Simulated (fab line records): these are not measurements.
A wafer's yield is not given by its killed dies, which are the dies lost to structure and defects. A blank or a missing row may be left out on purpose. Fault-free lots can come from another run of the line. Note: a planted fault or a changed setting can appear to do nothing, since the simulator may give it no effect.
Lot-split experiment :: flow n5Finfet :: 21 wafers read from 7 lots, route of 1938 steps

THE SPLIT ITSELF
At N5_WELL_APT_COAT_02 (resist thk 950 nm), the setting spinRpm was moved away from the recipe's 1357 rpm on 11 of the 21 wafers read, by -9.7% to +11.1%. The other wafers ran this setting at the recipe's value.

The reading comes from the split's own step.

THE READING
coat_of_WELL_APT_COAT_02.thkNm (the simulator's own value, which no gauge read), in nm, at N5_WELL_APT_COAT_02 (resist thk 950 nm). No usual value for it is given in the file. The 10 wafers here that ran the recipe average 951.6 nm, standard deviation 1.7 nm.

wafer: L081.1
tool, chamber at the split: lithoTrack-02, 0
spinRpm as run, rpm: 1276
against the recipe: -6.0%
coat_of_WELL_APT_COAT_02.thkNm, nm: 983.1
against lot-mates on the recipe: +28.9

wafer: L081.2
tool, chamber at the split: lithoTrack-02, 0
spinRpm as run, rpm: 1357
against the recipe: recipe
coat_of_WELL_APT_COAT_02.thkNm, nm: 954.6
against lot-mates on the recipe: -

wafer: L081.6
tool, chamber at the split: lithoTrack-02, 0
spinRpm as run, rpm: 1357
against the recipe: recipe
coat_of_WELL_APT_COAT_02.thkNm, nm: 953.8
against lot-mates on the recipe: -

wafer: L083.1
tool, chamber at the split: lithoTrack-02, 0
spinRpm as run, rpm: 1238
against the recipe: -8.8%
coat_of_WELL_APT_COAT_02.thkNm, nm: 999.2
against lot-mates on the recipe: no lot-mate on the recipe

wafer: L083.2
tool, chamber at the split: lithoTrack-02, 0
spinRpm as run, rpm: 1238
against the recipe: -8.8%
coat_of_WELL_APT_COAT_02.thkNm, nm: 998.7
against lot-mates on the recipe: no lot-mate on the recipe

wafer: L083.4
tool, chamber at the split: lithoTrack-02, 0
spinRpm as run, rpm: 1238
against the recipe: -8.8%
coat_of_WELL_APT_COAT_02.thkNm, nm: 997.2
against lot-mates on the recipe: no lot-mate on the recipe

wafer: L088.1
tool, chamber at the split: lithoTrack-02, 0
spinRpm as run, rpm: 1494
against the recipe: +10.1%
coat_of_WELL_APT_COAT_02.thkNm, nm: 906.6
against lot-mates on the recipe: -43.4

wafer: L088.5
tool, chamber at the split: lithoTrack-02, 0
spinRpm as run, rpm: 1494
against the recipe: +10.1%
coat_of_WELL_APT_COAT_02.thkNm, nm: 904.2
against lot-mates on the recipe: -45.8

wafer: L088.6
tool, chamber at the split: lithoTrack-02, 0
spinRpm as run, rpm: 1357
against the recipe: recipe
coat_of_WELL_APT_COAT_02.thkNm, nm: 950
against lot-mates on the recipe: -

wafer: L090.2
tool, chamber at the split: lithoTrack-01, 0
spinRpm as run, rpm: 1225
against the recipe: -9.7%
coat_of_WELL_APT_COAT_02.thkNm, nm: 996.4
against lot-mates on the recipe: +47.8

wafer: L090.3
tool, chamber at the split: lithoTrack-01, 0
spinRpm as run, rpm: 1357
against the recipe: recipe
coat_of_WELL_APT_COAT_02.thkNm, nm: 948.6
against lot-mates on the recipe: -

wafer: L090.4
tool, chamber at the split: lithoTrack-01, 0
spinRpm as run, rpm: 1225
against the recipe: -9.7%
coat_of_WELL_APT_COAT_02.thkNm, nm: 999.3
against lot-mates on the recipe: +50.7

wafer: L091.2
tool, chamber at the split: lithoTrack-02, 0
spinRpm as run, rpm: 1285
against the recipe: -5.3%
coat_of_WELL_APT_COAT_02.thkNm, nm: 978
against lot-mates on the recipe: +25.5

wafer: L091.3
tool, chamber at the split: lithoTrack-02, 0
spinRpm as run, rpm: 1357
against the recipe: recipe
coat_of_WELL_APT_COAT_02.thkNm, nm: 952.5
against lot-mates on the recipe: -

wafer: L091.5
tool, chamber at the split: lithoTrack-02, 0
spinRpm as run, rpm: 1285
against the recipe: -5.3%
coat_of_WELL_APT_COAT_02.thkNm, nm: 978.4
against lot-mates on the recipe: +25.9

wafer: L092.3
tool, chamber at the split: lithoTrack-04, 0
spinRpm as run, rpm: 1357
against the recipe: recipe
coat_of_WELL_APT_COAT_02.thkNm, nm: 950.8
against lot-mates on the recipe: -

wafer: L092.4
tool, chamber at the split: lithoTrack-04, 0
spinRpm as run, rpm: 1357
against the recipe: recipe
coat_of_WELL_APT_COAT_02.thkNm, nm: 951.1
against lot-mates on the recipe: -

wafer: L092.6
tool, chamber at the split: lithoTrack-04, 0
spinRpm as run, rpm: 1357
against the recipe: recipe
coat_of_WELL_APT_COAT_02.thkNm, nm: 952.4
against lot-mates on the recipe: -

wafer: L093.2
tool, chamber at the split: lithoTrack-02, 0
spinRpm as run, rpm: 1507
against the recipe: +11.1%
coat_of_WELL_APT_COAT_02.thkNm, nm: 903.5
against lot-mates on the recipe: -47.6

wafer: L093.3
tool, chamber at the split: lithoTrack-02, 0
spinRpm as run, rpm: 1357
against the recipe: recipe
coat_of_WELL_APT_COAT_02.thkNm, nm: 950.8
against lot-mates on the recipe: -

wafer: L093.4
tool, chamber at the split: lithoTrack-02, 0
spinRpm as run, rpm: 1357
against the recipe: recipe
coat_of_WELL_APT_COAT_02.thkNm, nm: 951.5
against lot-mates on the recipe: -

FIT RESULTS
A straight line over all 21 wafers: coat_of_WELL_APT_COAT_02.thkNm changes by -4.8 nm for each +1% of spinRpm; r = -1.00; the points scatter about the line by 2.4 nm.
The same after taking each lot's own level away (the mean of its wafers on the recipe; 18 wafers): -4.65 nm for each +1%; r = -1.00; scatter 1.7 nm.
On that fit, the largest move of spinRpm shifts the reading by 51 nm.
The span of the lots' own levels, 948.60 to 954.20 nm, comes to 3.3 times the standard deviation stated above.
The two slopes agree, so the slope changes little with the lot-to-lot level.
Check: for one of the wafers moved furthest among these (+11.1%), held out of the fit, the line's prediction against its lot-mates is -51.3 nm. It came out at -47.6 nm against them.

FILE'S OWN FIT
coat_of_WELL_APT_COAT_02.thkNm changes by -4.61 nm for each +1% of spinRpm, r = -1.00.
